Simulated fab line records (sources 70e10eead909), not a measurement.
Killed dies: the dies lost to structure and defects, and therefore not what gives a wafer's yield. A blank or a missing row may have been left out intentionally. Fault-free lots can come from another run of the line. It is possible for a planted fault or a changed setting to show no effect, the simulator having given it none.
The tool behind it: which one?    flow nandHarc    6 lots, 18 wafers sampled, at 4 steps of a route of 1302

## WHAT THE GAUGES SHOWED, per wafer
NHARC_A_SGD_CUT_THK_MEAS_22: measures by ellipsometry.
lot   measured      on            thkNm (nm)
L484  day 19 23:38  filmMetro-02  148.0 147.0 150.7
L485  day 20 10:11  filmMetro-02  147.5 148.7 149.4
L489  day 22 03:05  filmMetro-01  145.6 143.7 146.5
L492  day 23 14:20  filmMetro-02  147.7 148.0 147.0
L498  day 26 03:38  filmMetro-01  136.4 145.8 147.4
L505  day 28 17:23  filmMetro-02  149.6 153.5 151.3

## WHICH TOOL RAN EACH LOT (tool, then ch and the chambers of the sampled wafers, then the start)
lot   NHARC_A_SGD_CUT_DESCUM_14          NHARC_A_SGD_CUT_DEP_20        NHARC_A_SGD_CUT_CMP_21
L484  rieDiel-11 ch 0,1,2, day 19 17:05  fcvd-01 ch 0,1, day 19 18:23  cmp-01 ch 0,1,3, day 19 23:25
L485  rieDiel-11 ch 1,2,3, day 20 05:03  fcvd-01 ch 0,1, day 20 06:11  cmp-01 ch 0,3, day 20 09:56
L489  rieDiel-11 ch 0,3, day 21 22:04    fcvd-01 ch 0,1, day 21 23:16  cmp-02 ch 0,1, day 22 02:50
L492  rieDiel-09 ch 1,2,3, day 23 08:20  fcvd-01 ch 0,1, day 23 09:26  cmp-01 ch 2,3, day 23 14:05
L498  rieDiel-03 ch 0,1,3, day 25 22:37  fcvd-02 ch 0,1, day 25 23:44  cmp-02 ch 0,1,3, day 26 03:25
L505  rieDiel-11 ch 0,2,3, day 28 10:56  fcvd-01 ch 0,1, day 28 12:05  cmp-02 ch 1,2,3, day 28 17:13
- NHARC_A_SGD_CUT_DESCUM_14: chemistry O2, time 3 s.
- NHARC_A_SGD_CUT_DEP_20: deposits SiO2, target thk 150 nm.
- NHARC_A_SGD_CUT_CMP_21: polishes, target thk 148.19 nm.

## THE ANSWER, worked out from the rows above alone
Rule: usual is defined by the lots themselves. The widest of any qualifying gaps counts: lots, ordered by their means at a reading, are off when they make up no more than a third of the lots, leave a main group of 4 or more, and stand apart from it by 3 or more times the standard deviation of that group's means. The tables above print the reading to a certain number of digits; a main group whose means all agree to those digits is not used. Also off: a lot with no number at a reading for which 4 or more lots have one. All remaining lots with rows at the step are treated as sound.
No lot is off at any reading shown: from this, nothing can be told.

## WHAT THE SIMULATOR HAD PUT IN
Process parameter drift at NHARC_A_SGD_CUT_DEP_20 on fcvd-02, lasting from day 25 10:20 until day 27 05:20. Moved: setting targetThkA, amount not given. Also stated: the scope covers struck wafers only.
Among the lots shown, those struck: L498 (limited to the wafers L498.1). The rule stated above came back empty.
